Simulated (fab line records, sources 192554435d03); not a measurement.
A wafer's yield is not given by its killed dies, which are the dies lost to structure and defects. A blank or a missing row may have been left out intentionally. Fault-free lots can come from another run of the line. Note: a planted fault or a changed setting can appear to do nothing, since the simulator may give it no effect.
Split-lot study / flow n5 finfet / route with 1938 steps; 7 lots, 39 wafers read

== SPLIT DETAILS ==
At N5_HKMG_FIN_EXPOSE_46 (exposes mask NDIPOLE), the setting dose mj was moved away from the recipe's 40 on 9 of the 39 wafers read, by -6.3% to +7.5%. This setting was run at the recipe's value on the other wafers.

== FROM THE SPLIT TO THE READING: what the file shows between them, 2 steps ==
- N5_HKMG_FIN_PEB_47: peb time 60 s
- N5_HKMG_FIN_DEVELOP_48: develop time 30 s

== THE READING ==
At N5_HKMG_FIN_CD_MEAS_49: cd nm in nanometres, against a target cd of 202 nm. On this fab line, fault-free wafers typically give 202.1 nm with a standard deviation of 0.61 nm.

wafer=L078.1; tool, chamber at the split=arfi scanner-03, 0; dose mj as run=41.85; against the recipe=+4.6%; cd nm, nm=204.8; against lot-mates on the recipe=+2.7
wafer=L078.2; tool, chamber at the split=arfi scanner-03, 0; dose mj as run=40; against the recipe=recipe; cd nm, nm=202.8; against lot-mates on the recipe=-
wafer=L078.3; tool, chamber at the split=arfi scanner-03, 0; dose mj as run=40; against the recipe=recipe; cd nm, nm=201.8; against lot-mates on the recipe=-
wafer=L078.4; tool, chamber at the split=arfi scanner-03, 0; dose mj as run=40; against the recipe=recipe; cd nm, nm=201.7; against lot-mates on the recipe=-
wafer=L078.5; tool, chamber at the split=arfi scanner-03, 0; dose mj as run=41.85; against the recipe=+4.6%; cd nm, nm=204.8; against lot-mates on the recipe=+2.7
wafer=L078.6; tool, chamber at the split=arfi scanner-03, 0; dose mj as run=41.85; against the recipe=+4.6%; cd nm, nm=205.5; against lot-mates on the recipe=+3.4
wafer=L080.1; tool, chamber at the split=arfi scanner-01, 0; dose mj as run=40; against the recipe=recipe; cd nm, nm=201.7; against lot-mates on the recipe=-
wafer=L080.2; tool, chamber at the split=arfi scanner-01, 0; dose mj as run=40; against the recipe=recipe; cd nm, nm=203.3; against lot-mates on the recipe=-
wafer=L080.3; tool, chamber at the split=arfi scanner-01, 0; dose mj as run=40; against the recipe=recipe; cd nm, nm=202.5; against lot-mates on the recipe=-
wafer=L080.4; tool, chamber at the split=arfi scanner-01, 0; dose mj as run=40; against the recipe=recipe; cd nm, nm=202.8; against lot-mates on the recipe=-
wafer=L080.5; tool, chamber at the split=arfi scanner-01, 0; dose mj as run=40; against the recipe=recipe; cd nm, nm=202.0; against lot-mates on the recipe=-
wafer=L080.6; tool, chamber at the split=arfi scanner-01, 0; dose mj as run=40; against the recipe=recipe; cd nm, nm=203.0; against lot-mates on the recipe=-
wafer=L081.1; tool, chamber at the split=arfi scanner-01, 0; dose mj as run=43; against the recipe=+7.5%; cd nm, nm=206.4; against lot-mates on the recipe=+3.5
wafer=L081.2; tool, chamber at the split=arfi scanner-01, 0; dose mj as run=43; against the recipe=+7.5%; cd nm, nm=207.0; against lot-mates on the recipe=+4.1
wafer=L081.3; tool, chamber at the split=arfi scanner-01, 0; dose mj as run=40; against the recipe=recipe; cd nm, nm=202.8; against lot-mates on the recipe=-
wafer=L081.4; tool, chamber at the split=arfi scanner-01, 0; dose mj as run=40; against the recipe=recipe; cd nm, nm=202.9; against lot-mates on the recipe=-
wafer=L081.5; tool, chamber at the split=arfi scanner-01, 0; dose mj as run=43; against the recipe=+7.5%; cd nm, nm=207.5; against lot-mates on the recipe=+4.6
wafer=L081.6; tool, chamber at the split=arfi scanner-01, 0; dose mj as run=40; against the recipe=recipe; cd nm, nm=202.9; against lot-mates on the recipe=-
wafer=L083.1; tool, chamber at the split=arfi scanner-01, 0; dose mj as run=37.46; against the recipe=-6.3%; cd nm, nm=199.5; against lot-mates on the recipe=-3.2
wafer=L083.2; tool, chamber at the split=arfi scanner-01, 0; dose mj as run=40; against the recipe=recipe; cd nm, nm=202.9; against lot-mates on the recipe=-
wafer=L083.3; tool, chamber at the split=arfi scanner-01, 0; dose mj as run=37.46; against the recipe=-6.3%; cd nm, nm=199.4; against lot-mates on the recipe=-3.3
wafer=L083.4; tool, chamber at the split=arfi scanner-01, 0; dose mj as run=37.46; against the recipe=-6.3%; cd nm, nm=199.4; against lot-mates on the recipe=-3.3
wafer=L083.5; tool, chamber at the split=arfi scanner-01, 0; dose mj as run=40; against the recipe=recipe; cd nm, nm=202.6; against lot-mates on the recipe=-
wafer=L083.6; tool, chamber at the split=arfi scanner-01, 0; dose mj as run=40; against the recipe=recipe; cd nm, nm=202.7; against lot-mates on the recipe=-
wafer=L088.1; tool, chamber at the split=arfi scanner-03, 0; dose mj as run=40; against the recipe=recipe; cd nm, nm=202.1; against lot-mates on the recipe=-
wafer=L088.3; tool, chamber at the split=arfi scanner-03, 0; dose mj as run=40; against the recipe=recipe; cd nm, nm=201.4; against lot-mates on the recipe=-
wafer=L088.4; tool, chamber at the split=arfi scanner-03, 0; dose mj as run=40; against the recipe=recipe; cd nm, nm=202.0; against lot-mates on the recipe=-
wafer=L089.1; tool, chamber at the split=arfi scanner-01, 0; dose mj as run=40; against the recipe=recipe; cd nm, nm=203.2; against lot-mates on the recipe=-
wafer=L089.2; tool, chamber at the split=arfi scanner-01, 0; dose mj as run=40; against the recipe=recipe; cd nm, nm=202.3; against lot-mates on the recipe=-
wafer=L089.3; tool, chamber at the split=arfi scanner-01, 0; dose mj as run=40; against the recipe=recipe; cd nm, nm=203.0; against lot-mates on the recipe=-
wafer=L089.4; tool, chamber at the split=arfi scanner-01, 0; dose mj as run=40; against the recipe=recipe; cd nm, nm=203.0; against lot-mates on the recipe=-
wafer=L089.5; tool, chamber at the split=arfi scanner-01, 0; dose mj as run=40; against the recipe=recipe; cd nm, nm=202.8; against lot-mates on the recipe=-
wafer=L089.6; tool, chamber at the split=arfi scanner-01, 0; dose mj as run=40; against the recipe=recipe; cd nm, nm=203.4; against lot-mates on the recipe=-
wafer=L092.1; tool, chamber at the split=arfi scanner-02, 0; dose mj as run=40; against the recipe=recipe; cd nm, nm=201.7; against lot-mates on the recipe=-
wafer=L092.2; tool, chamber at the split=arfi scanner-02, 0; dose mj as run=40; against the recipe=recipe; cd nm, nm=203.0; against lot-mates on the recipe=-
wafer=L092.3; tool, chamber at the split=arfi scanner-02, 0; dose mj as run=40; against the recipe=recipe; cd nm, nm=201.7; against lot-mates on the recipe=-
wafer=L092.4; tool, chamber at the split=arfi scanner-02, 0; dose mj as run=40; against the recipe=recipe; cd nm, nm=201.2; against lot-mates on the recipe=-
wafer=L092.5; tool, chamber at the split=arfi scanner-02, 0; dose mj as run=40; against the recipe=recipe; cd nm, nm=202.5; against lot-mates on the recipe=-
wafer=L092.6; tool, chamber at the split=arfi scanner-02, 0; dose mj as run=40; against the recipe=recipe; cd nm, nm=201.8; against lot-mates on the recipe=-

THE FIT
A straight line over all 39 wafers: cd nm changes by +0.547 nm for each +1% of dose mj; r = +0.94; the points scatter about the line by 0.59 nm.
The same after taking each lot's own level away (the mean of its wafers on the recipe; 39 wafers): +0.551 nm for each +1%; r = +0.97; scatter 0.44 nm.
The reading moves by 4.1 nm for the largest change in dose mj, on that fit.
The lots' own levels span 201.83 to 202.95 nm, that is 1.8 times the standard deviation above.
Consequently the slope shifts little with the lot-to-lot level, the two slopes agreeing.
Check: +4.31 nm against its lot-mates is what the line predicts for one of the wafers moved furthest among these (+7.5%) when that wafer is left out of the fit. It came out at +3.53 nm against them.

== OTHER SPLITS APPLIED TO THESE WAFERS ==
Before the reading, these wafers also passed through other splits. Each is held against what the fit with the lots' levels taken away leaves over:
other split on the same wafers=N5_DUMMY_GATE_HM_DEP_06 time s; wafers away from the commonest value=30; r with cd nm (lot level and that fit taken away)=-0.09
other split on the same wafers=N5_DUMMY_GATE_ETCH_31 target depth a; wafers away from the commonest value=15; r with cd nm (lot level and that fit taken away)=+0.05

== THE WHOLE CHAIN: every reading that the file lists as answering this split, in the file's order ==
step=N5_HKMG_FIN_CD_MEAS_49; what it does=target cd 202 nm; reading=cd nm; change (the file's fit)=+0.553 nm for each +1% of the setting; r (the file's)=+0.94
step=N5_HKMG_FIN_ETCH_54; what it does=etches SiARC in CF4, target depth 45.5 nm, time 75.8 s; reading=HKMG_FIN.cd offset nm (the simulator's own value, which no gauge read); change (the file's fit)=+0.578 nm for each +1% of the setting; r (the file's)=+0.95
step=N5_HKMG_FIN_ETCH_58; what it does=etches SOC in N2/H2, target depth 215.8 nm, time 741 s; reading=HKMG_FIN.cd offset nm (the simulator's own value, which no gauge read); change (the file's fit)=+0.595 nm for each +1% of the setting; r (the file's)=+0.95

== FILE'S OWN FIT ==
cd nm changes by +0.553 nm for each +1% of dose mj, r = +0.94.
